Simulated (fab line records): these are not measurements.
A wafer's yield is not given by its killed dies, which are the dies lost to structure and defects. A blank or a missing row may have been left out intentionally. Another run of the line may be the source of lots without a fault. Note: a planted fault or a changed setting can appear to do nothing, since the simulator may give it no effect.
Struck lot and sound lot, side by side || flow nand harc || 17 out of 1159 route steps
Sound: the wafers L444.1, L444.2, L444.6. Struck: wafer L451.6 (L451.3, L451.5, from the same lot, were not struck and are left out); the cause is given at the end.
Each step with rows lists, per side, the tool, then ch with its chambers, then its first start. Under that, the readings that differ: sound wafers || struck wafers || difference of the means || sigmas: that difference in standard deviations of wafers without a fault.
alike: words and numbers the same on both sides, and readings whose means are apart by under 2 such deviations; not compared: readings that were withheld, readings missing a value for some wafer, numbers with overlapping values and no deviation given by the record, and bounds like >300 which may hide the same value.
The two part at a step that has a row with sigmas, a row that says differs or no value, or rows on one side only. When numbers do not overlap yet have no deviation, they are printed without sigmas and do not part them. A reading that every wafer of one side lacks parts them only if that side has two wafers or more.

NHARC_P_M1_INSPECT_11:
  sound: defect inspect-01 at day 6 01:50; struck: defect inspect-02 at day 7 20:12
  alike: raw defect count
NHARC_P_M1_DESCUM_14: chemistry O2, time 3 s.
  sound on rie diel-05 ch 1,3, day 6 01:54; struck on rie diel-11 ch 2, day 7 20:17
{"reading": "o2 flow sccm (sccm)", "sound": "200.1 200.2 200.8", "struck": 199.1, "difference": -1.3, "sigmas": -2}
{"reading": "showerhead plenum p Torr (Torr)", "sound": "1.98 2.06 1.98", "struck": 1.82, "difference": -0.19, "sigmas": -2}
  alike: drypump motor current A, oes product au, rf vpp V, throttle valve pct
  not compared: rf hours counter h
NHARC_P_M1_ETCH_35: etches the open film in N2/H2, target depth 40 nm, overetch 12 nm, time 43.94 s.
  sound on rie diel-05 ch 0,1, day 6 02:01; struck on rie diel-11 ch 1, day 7 20:21
  alike: drypump motor current A, oes product au, rf vpp V, showerhead plenum p Torr, throttle valve pct
  not compared: rf hours counter h
then, 1 step without rows for these wafers: NHARC_P_M1_ETCH_15 (etches the open film in C4F8/Ar, target depth 182.5 nm, time 91.2 s).
NHARC_P_M1_CD_MEAS_16:
  sound: cd sem-02 at day 6 02:14; struck: cd sem-02 at day 7 20:34
  alike: cd nm
NHARC_P_M1_STRIP_18: strips in N2/H2.
  sound on rie diel-11 ch 0,2,3, day 6 02:18; struck on rie diel-11 ch 3, day 7 20:43
  alike: drypump motor current A, oes product au, rf vpp V, showerhead plenum p Torr, throttle valve pct
  not compared: rf hours counter h
then, 4 steps without rows for these wafers: NHARC_P_M1_ETCH_28 (etches the open film in CF4/N2, target depth 30 nm, time 72.99 s); NHARC_P_M1_STRIP_19 (strips in post etch residue remover, time 600 s); NHARC_P_M1_DEGAS_29 (time 60 s); NHARC_P_M1_PRE_CLEAN_30 (time 30 s).
NHARC_P_M1_PVD_20: deposits TaN, target thk 5 nm, time 8.06 s.
  sound on pvd sputter-01; struck on pvd sputter-02
  alike: throttle valve pct
then, 1 step without rows for these wafers: NHARC_P_M1_PVD_21 (deposits Cu, target thk 30 nm, time 20.49 s).
NHARC_P_M1_ECD_22: material Cu, target thk 400 nm.
  sound on ecd cu-01 ch 0,1, day 6 03:44; struck on ecd cu-01 ch 0,1, day 7 21:44
NHARC_P_M1_ANNEAL_31: time 90 s.
  sound on rtp anneal-02 ch 0, day 6 04:14; struck on rtp anneal-02 ch 0, day 7 22:14
  alike: wafer_temp_C_max
NHARC_P_M1_CMP_23: polishes, t overpolish 20 s, target thk 157.82 nm.
  sound on cmp-02 ch 1,2,3, day 6 04:36; struck on cmp-03 ch 3, day 7 22:46
{"reading": "time to endpoint s (s)", "sound": "27.2 27.0 25.0", "struck": 9.3, "difference": -17.1, "sigmas": -6}
  alike: motor current A
NHARC_P_M1_THK_MEAS_24: measures by xrf.
  sound: film metro-02 at day 6 04:53; struck: film metro-01 at day 7 23:00
{"reading": "thk nm (nm)", "sound": "156.6 156.4 157.1", "struck": 135.9, "difference": -20.8, "sigmas": -14}
next, for these wafers, 1 step has no rows: NHARC_P_M1_SRD_25.

## WHERE THEY PART
Earliest at NHARC_P_M1_DESCUM_14; latest, in this record, at NHARC_P_M1_THK_MEAS_24.

WHY: whatever the simulator had introduced
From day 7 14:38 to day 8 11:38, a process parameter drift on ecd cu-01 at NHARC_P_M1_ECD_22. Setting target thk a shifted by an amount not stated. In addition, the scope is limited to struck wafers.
